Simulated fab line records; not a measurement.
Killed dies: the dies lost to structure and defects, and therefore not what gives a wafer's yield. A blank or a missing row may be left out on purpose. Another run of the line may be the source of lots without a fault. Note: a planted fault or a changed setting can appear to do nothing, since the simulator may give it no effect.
fab line records + flow n5_finfet
[record]
- lots = 9
- wafers = 27
- last_day = 17
route steps=1938 shown HKMG_FIN@454 GATE_CUT@475 BEOL_M4@1111
lots with no fault: from the same line, run without faults
start_h: hours from the record's first day to the start of the lot's first wafer shown + wait_h: hours elapsed since this lot's preceding step + " unchanged from the row above + L1.1+2: a row that stands for several wafers + - either no value or no given start + * or withheld: withheld + < > ~ a bound
route shown NAME@n: names a module that has steps shown in the file, with the first one's number in the route + usual: average and standard deviation across the fault-free wafers + same: alike in all rows + chamber/n: place in a boat + sites: readings site by site + _std_site: how widely they spread, as a standard deviation + _edge_site: mean of outer sites minus mean of inner sites + radius_mm: for every site, how far away it sits from the centre of the wafer + mask NAME#n: copy n + behind: the tool/chamber that last shaped the wafer + hold: cause of the lot's hold/its duration in hours/its outcome + device: the n, p or np transistor that did not switch + end of line: the tests these same wafers got at the end of their route + step lacking rows: just its recipe + killed: at the first sort, the dies lost to defects and structure; wafer yield is something else + map: per-die view of a wafer (x killed, . not killed, _ where there is no die)
set.NAME: the setting that was run; set.NAME@STEP: the one run at that earlier step + model.NAME: the simulator's own value behind a step, which no gauge read
one table for each step of the route and one row for each wafer, over a sample of lots
services: from which hour (start_h, from the record's first day; less than 0 if before it) a tool's chamber was out of use, for how many hours, and why
[[steps]]
[step N5_HKMG_FIN_ETCHBACK_68]
[recipe]
- chemistry = Cl2/Ar
- stop_on = HfO2
- target_depth_a = 5
- pressure_mtorr = 10
- icp_w = 600
- bias_w = 60
- Cl2_flow_sccm = 40
- Ar_flow_sccm = 60
[usual]
- drypump_motor_current_A = 6.0/0.4
- oes_product_au = 0.77/0.099
- throttle_valve_pct = 20.69/0.16
| lot.wafer | tool         | chamber | start_h | wait_h | drypump_motor_current_A | oes_product_au | rf_hours_counter_h | throttle_valve_pct |
|-----------|--------------|---------|---------|--------|-------------------------|----------------|--------------------|--------------------|
| L871.1    | rie_metal-01 | 0       | 84.18   | 0.0    | 5.7                     | 0.96           | 2                  | 20.57              |
| L871.4    | "            | 0       | "       | "      | 5.8                     | 0.97           | -                  | 20.59              |
| L871.5    | "            | 0       | "       | "      | 5.8                     | 0.95           | -                  | 20.59              |
| L873.1    | rie_metal-01 | 0       | 91.40   | 0.0    | 5.8                     | 0.95           | 3                  | 20.57              |
| L873.3    | "            | 0       | "       | "      | 5.8                     | 0.89           | -                  | 20.65              |
| L873.5    | "            | 0       | "       | "      | 5.8                     | 0.96           | -                  | 20.59              |
| L875.1    | rie_metal-02 | 1       | 104.28  | 0.0    | 6.3                     | 0.64           | 44                 | 20.79              |
| L875.4    | "            | 0       | "       | "      | 6.5                     | 0.71           | -                  | 20.66              |
| L875.5    | "            | 0       | "       | "      | 6.5                     | 0.71           | -                  | 20.67              |
| L874.1    | rie_metal-02 | 1       | 106.40  | 0.0    | 6.4                     | 0.76           | 44                 | 20.65              |
| L874.5    | "            | 1       | "       | "      | 6.3                     | 0.76           | -                  | 20.63              |
| L874.6    | "            | 0       | "       | "      | 6.5                     | 0.71           | -                  | 20.67              |
| L878.1    | rie_metal-02 | 0       | 122.94  | 0.0    | 6.5                     | 0.71           | 66                 | 20.66              |
| L878.2    | "            | 1       | "       | "      | 6.4                     | 0.76           | 45                 | 20.65              |
| L878.5    | "            | 0       | "       | "      | 6.5                     | 0.71           | -                  | 20.66              |
| L884.3    | rie_metal-03 | 0       | 153.61  | 0.1    | 6.1                     | 0.66           | -                  | 21.02              |
| L884.5    | "            | 1       | "       | "      | 6.0                     | 0.84           | -                  | 20.61              |
| L884.6    | "            | 0       | "       | "      | 6.1                     | 0.65           | -                  | 21.02              |
| L885.1    | rie_metal-01 | 0       | 162.57  | 0.0    | 5.8                     | 0.91           | 9                  | 20.59              |
| L885.2    | "            | 1       | "       | "      | 5.3                     | 0.77           | 41                 | 20.56              |
| L885.3    | "            | 0       | "       | "      | 5.7                     | 0.90           | -                  | 20.58              |
| L887.1    | rie_metal-03 | 0       | 173.53  | 0.0    | 6.1                     | 0.65           | 92                 | 21.04              |
| L887.4    | "            | 0       | "       | "      | 6.1                     | 0.65           | -                  | 21.03              |
| L887.5    | "            | 1       | "       | "      | 6.0                     | 0.84           | -                  | 20.61              |
| L888.1    | rie_metal-01 | 0       | 182.62  | 0.0    | 5.7                     | 0.90           | 11                 | 20.60              |
| L888.4    | "            | 0       | "       | "      | 5.8                     | 0.89           | -                  | 20.60              |
| L888.5    | "            | 1       | "       | "      | 5.3                     | 0.76           | -                  | 20.57              |
[step N5_GATE_CUT_CMP_02]
[recipe]
- stop_on = SiO2
- t_overpolish_s = 12.7
- post_cmp_clean = alkaline_brush
- down_force_psi = 2.5
- platen_rpm = 51.8
- pad_velocity_m_s = 1.0307
- target_thk_nm = 0
[usual]
- motor_current_A = 8.6/1.3
- overpolish_run_s = 12.699/0.01
- retaining_ring_pressure_frac = 1.000/0.0048
- slurry_flow_ml_min = 150.0/0.47
- time_to_endpoint_s = 25.4/1.7
| lot.wafer | tool   | chamber | start_h | wait_h | motor_current_A | overpolish_run_s | retaining_ring_pressure_frac | slurry_flow_ml_min | time_to_endpoint_s |
|-----------|--------|---------|---------|--------|-----------------|------------------|------------------------------|--------------------|--------------------|
| L871.1    | cmp-01 | 2       | 89.23   | 0.1    | 8.9             | 12.708           | 0.995                        | 149.5              | 21.3               |
| L871.4    | "      | 1       | "       | "      | 8.7             | 12.712           | 0.998                        | 150.7              | 24.3               |
| L871.5    | "      | 3       | "       | "      | 9.6             | 12.728           | 1.006                        | 149.9              | 24.8               |
| L873.1    | cmp-01 | 2       | 96.58   | 0.1    | 8.9             | 12.691           | 0.998                        | 149.7              | 23.3               |
| L873.3    | "      | 3       | "       | "      | 9.6             | 12.686           | 0.997                        | 150.2              | 24.5               |
| L873.5    | "      | 2       | "       | "      | 8.6             | 12.716           | 0.993                        | 150.2              | 26.2               |
| L875.1    | cmp-03 | 0       | 109.81  | 0.1    | 6.7             | 12.702           | 0.998                        | 150.0              | 27.0               |
| L875.4    | "      | 1       | "       | "      | 10.1            | 12.705           | 1.003                        | 150.0              | 24.3               |
| L875.5    | "      | 3       | "       | "      | 11.2            | 12.697           | 0.999                        | 150.0              | 24.5               |
| L874.1    | cmp-01 | 3       | 111.53  | 0.1    | 9.9             | 12.703           | 0.996                        | 150.2              | 29.1               |
| L874.6    | "      | 1       | "       | "      | 8.5             | 12.704           | 0.999                        | 149.5              | 27.0               |
| L874.5    | "      | 2       | "       | "      | 8.4             | 12.708           | 0.995                        | 149.9              | 26.0               |
| L878.1    | cmp-03 | 3       | 127.81  | 0.1    | 10.8            | 12.706           | 1.000                        | 150.4              | 26.7               |
| L878.2    | "      | 0       | "       | "      | 6.8             | 12.699           | 1.004                        | 150.2              | 24.3               |
| L878.5    | "      | 0       | "       | "      | 6.8             | 12.698           | 1.009                        | 150.3              | 27.0               |
| L884.3    | cmp-01 | 2       | 158.30  | 0.1    | 8.9             | 12.690           | 0.997                        | 149.9              | 24.3               |
| L884.6    | "      | 1       | "       | "      | 8.7             | 12.718           | 0.995                        | 150.6              | 24.5               |
| L884.5    | "      | 2       | "       | "      | 8.7             | 12.692           | 0.999                        | 149.9              | 24.5               |
| L885.2    | cmp-04 | 0       | 167.29  | 0.1    | 9.6             | 12.706           | 1.002                        | 150.1              | 25.6               |
| L885.1    | "      | 1       | "       | "      | 8.4             | 12.682           | 1.003                        | 151.0              | 23.5               |
| L885.3    | "      | 3       | "       | "      | 7.9             | 12.712           | 1.003                        | 149.6              | 25.1               |
| L887.1    | cmp-04 | 2       | 178.26  | 0.1    | 7.5             | 12.705           | 1.004                        | 149.8              | 22.3               |
| L887.4    | "      | 3       | "       | "      | 7.8             | 12.709           | 0.996                        | 149.0              | 27.7               |
| L887.5    | "      | 3       | "       | "      | 7.5             | 12.707           | 1.001                        | 149.6              | 27.3               |
| L888.1    | cmp-01 | 3       | 187.41  | 0.2    | 9.6             | 12.704           | 0.994                        | 150.7              | 24.9               |
| L888.4    | "      | 0       | "       | "      | 7.3             | 12.703           | 1.003                        | 151.0              | 24.7               |
| L888.5    | "      | 1       | "       | "      | 8.8             | 12.716           | 1.002                        | 149.1              | 23.4               |
[step N5_GATE_CUT_COAT_27]
[recipe]
- resist = underlayer
- temp_c = 205
- time_s = 60
- spin_rpm = 1500
- resist_thk_nm = 10
[usual]
- heater_power_total_W = 391.9/1.3
- plate_temp_C = 204.96/0.16
- spin_speed_rpm = 1499.9/1.2
| lot.wafer | tool           | chamber | start_h | wait_h | heater_power_total_W | plate_temp_C | spin_speed_rpm |
|-----------|----------------|---------|---------|--------|----------------------|--------------|----------------|
| L871.1    | litho_track-04 | 0       | 89.64   | -      | 390.8                | 205.27       | 1500.5         |
| L871.4    | "              | 0       | "       | "      | 393.0                | 204.99       | 1499.7         |
| L871.5    | "              | 0       | "       | "      | 393.5                | 205.25       | 1499.1         |
| L873.1    | litho_track-01 | 0       | 96.98   | -      | 390.4                | 205.12       | 1498.7         |
| L873.3    | "              | 0       | "       | "      | 393.1                | 205.23       | 1496.8         |
| L873.5    | "              | 0       | "       | "      | 393.2                | 205.31       | 1497.9         |
| L875.1    | litho_track-01 | 0       | 110.17  | -      | 392.9                | 205.19       | 1500.3         |
| L875.4    | "              | 0       | "       | "      | 392.3                | 204.99       | 1502.4         |
| L875.5    | "              | 0       | "       | "      | 393.8                | 204.96       | 1501.4         |
| L874.1    | litho_track-02 | 0       | 111.85  | -      | 393.2                | 205.03       | 1499.1         |
| L874.5    | "              | 0       | "       | "      | 393.1                | 204.90       | 1501.7         |
| L874.6    | "              | 0       | "       | "      | 393.5                | 204.98       | 1500.0         |
| L878.1    | litho_track-01 | 0       | 128.22  | -      | 393.4                | 204.75       | 1498.1         |
| L878.2    | "              | 0       | "       | "      | 391.9                | 204.96       | 1499.9         |
| L878.5    | "              | 0       | "       | "      | 393.7                | 204.93       | 1498.7         |
| L884.3    | litho_track-04 | 0       | 158.67  | -      | 393.9                | 205.24       | 1499.6         |
| L884.5    | "              | 0       | "       | "      | 390.8                | 204.98       | 1499.4         |
| L884.6    | "              | 0       | "       | "      | 391.7                | 205.14       | 1499.1         |
| L885.1    | litho_track-04 | 0       | 167.69  | -      | 391.7                | 204.88       | 1497.4         |
| L885.2    | "              | 0       | "       | "      | 393.0                | 205.09       | 1499.4         |
| L885.3    | "              | 0       | "       | "      | 393.3                | 204.83       | 1499.4         |
| L887.1    | litho_track-04 | 0       | 178.66  | -      | 407.0                | 211.76       | 1499.0         |
| L887.4    | "              | 0       | "       | "      | 407.1                | 211.91       | 1499.5         |
| L887.5    | "              | 0       | "       | "      | 408.9                | 211.93       | 1499.1         |
| L888.1    | litho_track-04 | 0       | 187.74  | -      | 410.6                | 212.14       | 1498.7         |
| L888.4    | "              | 0       | "       | "      | 408.5                | 211.89       | 1500.1         |
| L888.5    | "              | 0       | "       | "      | 405.6                | 211.78       | 1499.8         |
[step N5_GATE_CUT_DESCUM_18]
[recipe]
- chemistry = O2
- time_s = 7
- source_power_w = 50
- bias_power_w = 20
- pressure_mtorr = 20
- rf_frequency_hz = 2.712e+07
- temp_c = 40
- resist = CAR-EUV
- o2_flow_sccm = 225
[usual]
- drypump_motor_current_A = 5.8/0.51
- oes_product_au = 0.74/0.059
- rf_vpp_V = 242.9/1.1
- showerhead_plenum_p_Torr = 2.08/0.062
- throttle_valve_pct = 20.55/0.24
| lot.wafer | tool        | chamber | start_h | wait_h | drypump_motor_current_A | oes_product_au | rf_hours_counter_h | rf_vpp_V | showerhead_plenum_p_Torr | throttle_valve_pct |
|-----------|-------------|---------|---------|--------|-------------------------|----------------|--------------------|----------|--------------------------|--------------------|
| L871.1    | rie_diel-02 | 0       | 90.02   | 0.0    | 6.0                     | 0.73           | 187                | 242.5    | 2.08                     | 20.79              |
| L871.4    | "           | 1       | "       | "      | 5.9                     | 0.71           | -                  | 241.6    | 1.97                     | 20.31              |
| L871.5    | "           | 0       | "       | "      | 6.0                     | 0.73           | -                  | 243.0    | 2.08                     | 20.78              |
| L873.1    | rie_diel-04 | 0       | 97.53   | 0.2    | 6.1                     | 0.75           | 155                | 243.2    | 2.09                     | 20.53              |
| L873.3    | "           | 1       | "       | "      | 6.6                     | 0.80           | 135                | 242.1    | 2.01                     | 20.56              |
| L873.5    | "           | 2       | "       | "      | 5.5                     | 0.78           | -                  | 243.3    | 2.19                     | 20.48              |
| L875.1    | rie_diel-04 | 0       | 110.68  | 0.0    | 6.1                     | 0.74           | 157                | 242.4    | 2.09                     | 20.54              |
| L875.4    | "           | 1       | "       | "      | 6.6                     | 0.79           | 138                | 241.8    | 2.01                     | 20.56              |
| L875.5    | "           | 0       | "       | "      | 6.1                     | 0.75           | -                  | 243.1    | 2.09                     | 20.55              |
| L874.1    | rie_diel-05 | 1       | 112.24  | 0.0    | 6.7                     | 0.71           | 186                | 242.2    | 2.08                     | 20.63              |
| L874.5    | "           | 2       | "       | "      | 5.5                     | 0.71           | -                  | 243.0    | 2.06                     | 20.34              |
| L874.6    | "           | 1       | "       | "      | 6.7                     | 0.71           | -                  | 243.0    | 2.08                     | 20.63              |
| L878.1    | rie_diel-02 | 2       | 128.73  | 0.0    | 5.6                     | 0.76           | 119                | 242.9    | 2.11                     | 20.23              |
| L878.2    | "           | 0       | "       | "      | 6.0                     | 0.73           | 199                | 243.3    | 2.07                     | 20.80              |
| L878.5    | "           | 1       | "       | "      | 5.9                     | 0.70           | -                  | 241.4    | 1.96                     | 20.31              |
| L884.3    | rie_diel-05 | 0       | 159.18  | 0.0    | 5.4                     | 0.70           | 208                | 243.0    | 2.07                     | 20.53              |
| L884.5    | "           | 1       | "       | "      | 6.7                     | 0.70           | -                  | 241.3    | 2.07                     | 20.63              |
| L884.6    | "           | 0       | "       | "      | 5.4                     | 0.70           | -                  | 242.7    | 2.07                     | 20.55              |
| L885.1    | rie_diel-05 | 3       | 168.20  | 0.0    | 5.6                     | 0.72           | 196                | 243.4    | 2.08                     | 20.95              |
| L885.2    | "           | 1       | "       | "      | 6.7                     | 0.70           | 204                | 242.3    | 2.07                     | 20.65              |
| L885.3    | "           | 2       | "       | "      | 5.5                     | 0.70           | 239                | 242.9    | 2.06                     | 20.35              |
| L887.1    | rie_diel-02 | 3       | 179.05  | 0.0    | 4.7                     | 0.74           | 185                | 242.7    | 2.09                     | 20.68              |
| L887.4    | "           | 0       | "       | "      | 6.0                     | 0.71           | 216                | 244.0    | 2.07                     | 20.84              |
| L887.5    | "           | 2       | "       | "      | 5.6                     | 0.76           | -                  | 243.4    | 2.11                     | 20.26              |
| L888.1    | rie_diel-02 | 2       | 188.12  | 0.0    | 5.6                     | 0.75           | 140                | 243.6    | 2.11                     | 20.27              |
| L888.4    | "           | 0       | "       | "      | 6.0                     | 0.71           | 219                | 244.1    | 2.07                     | 20.84              |
| L888.5    | "           | 0       | "       | "      | 6.0                     | 0.71           | -                  | 243.5    | 2.07                     | 20.82              |
[step N5_BEOL_M4_RC_MEAS_101]
[usual]
- DIBL_N = 36.3/1.2
- DIBL_P = 36.3/1.4
- IOFF_N = 0.157/0.02
- IOFF_P = 0.22/0.033
- ION_N = 675/9.6
- ION_P = 465/8.2
- SS_N = 71.4/0.45
- SS_P = 73.3/0.54
- VT_N = 249.8/2.5
- VT_P = -249/3.2
| lot.wafer | tool      | chamber | start_h | wait_h | DIBL_N[mV/V] | DIBL_P[mV/V] | IOFF_N[nA/um] | IOFF_P[nA/um] | ION_N[uA/um] | ION_P[uA/um] | SS_N[mV/dec] | SS_P[mV/dec] | VT_N[mV] | VT_P[mV] |
|-----------|-----------|---------|---------|--------|--------------|--------------|---------------|---------------|--------------|--------------|--------------|--------------|----------|----------|
| L871.1    | prober-01 | 0       | 170.35  | 0.0    | 37.2         | 38.5         | 0.169         | 0.23          | 681          | 466          | 71.4         | 72.8         | 246.2    | -249     |
| L871.4    | "         | 0       | "       | "      | 36.6         | 37.3         | 0.150         | 0.21          | 676          | 467          | 71.6         | 72.7         | 249.8    | -251     |
| L871.5    | "         | 0       | "       | "      | 35.3         | 36.4         | 0.137         | 0.20          | 661          | 457          | 71.5         | 73.0         | 251.9    | -252     |
| L873.1    | prober-01 | 0       | 187.88  | 0.0    | 34.6         | 34.8         | 0.128         | 0.16          | 665          | 455          | 71.2         | 72.0         | 251.3    | -256     |
| L873.3    | "         | 0       | "       | "      | 35.1         | 34.9         | 0.132         | 0.17          | 662          | 453          | 71.7         | 72.3         | 251.7    | -253     |
| L873.5    | "         | 0       | "       | "      | 35.3         | 35.1         | 0.137         | 0.17          | 668          | 455          | 71.2         | 71.9         | 253.9    | -254     |
| L875.1    | prober-01 | 0       | 209.08  | 0.0    | 36.7         | 36.7         | 0.185         | 0.25          | 695          | 475          | 72.2         | 73.9         | 247.5    | -249     |
| L875.4    | "         | 0       | "       | "      | 36.6         | 36.2         | 0.163         | 0.23          | 679          | 466          | 71.9         | 72.6         | 250.2    | -249     |
| L875.5    | "         | 0       | "       | "      | 36.4         | 36.4         | 0.179         | 0.25          | 695          | 477          | 71.0         | 72.6         | 246.5    | -246     |
| L874.1    | prober-01 | 0       | 215.64  | 0.0    | 36.5         | 35.2         | 0.145         | 0.20          | 677          | 465          | 71.7         | 73.1         | 253.5    | -251     |
| L874.5    | "         | 0       | "       | "      | 37.5         | 37.4         | 0.176         | 0.24          | 690          | 477          | 71.7         | 73.4         | 246.0    | -247     |
| L874.6    | "         | 0       | "       | "      | 36.6         | 34.6         | 0.138         | 0.19          | 674          | 460          | 71.2         | 73.4         | 252.7    | -251     |
| L878.1    | prober-02 | 0       | 234.49  | 0.0    | 37.6         | 37.5         | 0.184         | 0.22          | 686          | 470          | 71.3         | 73.1         | 244.6    | -247     |
| L878.2    | "         | 0       | "       | "      | 35.8         | 34.8         | 0.135         | 0.17          | 662          | 449          | 71.1         | 72.5         | 250.2    | -251     |
| L878.5    | "         | 0       | "       | "      | 35.3         | 34.3         | 0.135         | 0.17          | 664          | 458          | 71.0         | 72.0         | 251.1    | -251     |
| L884.3    | prober-01 | 0       | 252.24  | 0.3    | 34.5         | 34.8         | 0.155         | 0.19          | 679          | 468          | 71.6         | 73.8         | 249.4    | -252     |
| L884.5    | "         | 0       | "       | "      | 34.2         | 34.3         | 0.146         | 0.18          | 681          | 459          | 70.7         | 72.8         | 247.7    | -255     |
| L884.6    | "         | 0       | "       | "      | 33.8         | 34.0         | 0.141         | 0.17          | 670          | 459          | 71.5         | 72.9         | 248.8    | -256     |
| L887.1    | prober-02 | 0       | 274.00  | 0.0    | 36.0         | 35.9         | 0.160         | 0.20          | 683          | 463          | 71.2         | 73.4         | 249.9    | -250     |
| L887.4    | "         | 0       | "       | "      | 36.0         | 36.1         | 0.152         | 0.20          | 672          | 461          | 71.7         | 72.8         | 249.2    | -252     |
| L887.5    | "         | 0       | "       | "      | 36.0         | 36.1         | 0.159         | 0.20          | 685          | 463          | 71.2         | 72.5         | 248.5    | -251     |
| L885.1    | prober-02 | 0       | 276.89  | 0.0    | 37.1         | 37.0         | 0.156         | 0.22          | 666          | 459          | 71.4         | 74.0         | 250.1    | -249     |
| L885.2    | "         | 0       | "       | "      | 36.4         | 36.4         | 0.154         | 0.21          | 671          | 457          | 72.1         | 73.0         | 252.0    | -251     |
| L885.3    | "         | 0       | "       | "      | 34.7         | 34.0         | 0.120         | 0.18          | 660          | 453          | 70.6         | 73.4         | 254.0    | -253     |
| L888.1    | prober-02 | 0       | 299.64  | 0.0    | 35.0         | 35.0         | 0.143         | 0.25          | 674          | 464          | 72.2         | 73.6         | 251.8    | -248     |
| L888.4    | "         | 0       | "       | "      | 35.3         | 35.0         | 0.149         | 0.23          | 677          | 472          | 71.7         | 73.6         | 252.1    | -247     |
| L888.5    | "         | 0       | "       | "      | 34.5         | 33.3         | 0.137         | 0.21          | 687          | 473          | 71.4         | 73.2         | 250.9    | -248     |
[[services]]
| tool           | chamber | start_h | hours | kind                           |
|----------------|---------|---------|-------|--------------------------------|
| rie_metal-01   | 0       | 61.38   | 4.1   | repair                         |
| litho_track-04 | -       | 76.67   | -     | consumable_replace:filter      |
| cmp-01         | -       | 79.11   | 4.0   | pm                             |
| cmp-01         | -       | 83.11   | -     | consumable_replace:conditioner |
| cmp-01         | -       | 83.11   | -     | consumable_replace:pad         |
| rie_diel-02    | 3       | 86.41   | 11.3  | repair                         |
| rie_diel-04    | 3       | 97.35   | 10.8  | repair                         |
| rie_diel-04    | -       | 100.48  | 4.0   | repair                         |
| cmp-04         | -       | 108.90  | 1.5   | repair                         |
| cmp-01         | -       | 122.73  | 1.6   | repair                         |
| cmp-01         | -       | 132.47  | 1.0   | repair                         |
| cmp-03         | -       | 133.15  | 4.0   | pm                             |
| cmp-03         | -       | 137.15  | -     | consumable_replace:conditioner |
| cmp-03         | -       | 137.15  | -     | consumable_replace:pad         |
| rie_diel-02    | 1       | 137.73  | -     | clean                          |
| rie_diel-02    | 1       | 137.73  | -     | consumable_replace:focus_ring  |
| rie_diel-02    | 1       | 137.73  | -     | consumable_replace:showerhead  |
| rie_diel-02    | -       | 139.51  | 0.9   | repair                         |
| cmp-03         | -       | 139.82  | 3.8   | repair                         |
| cmp-01         | -       | 151.87  | 0.2   | repair                         |
| litho_track-02 | -       | 177.37  | -     | consumable_replace:filter      |
| cmp-03         | -       | 186.94  | 8.3   | pm                             |
[[key]]
[first_sign]
- step = N5_GATE_CUT_COAT_27
- reading = plate_temp_C
- direction = up
- sigmas = 43
- usual = *
- struck = *
[effect]
- step = N5_GATE_CUT_COAT_27
- reading = heater_power_total_W
- direction = up
- sigmas = 13
- usual = *
- struck = *
met_at N5_GATE_CUT_COAT_27
struck_lots L887,L888
not_acting_at N5_HKMG_FIN_ETCHBACK_68,N5_GATE_CUT_CMP_02,N5_GATE_CUT_DESCUM_18
onset_between 167.69 178.66
[fault]
- kind = process_parameter_drift
- tool = litho_track-04
- chamber = -
- onset_h = 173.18
- steps = N5_GATE_CUT_COAT_27
- channel = temp_c
- offset = *
- shape = step
- end_h = 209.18
- acts_in = *
- stated = *
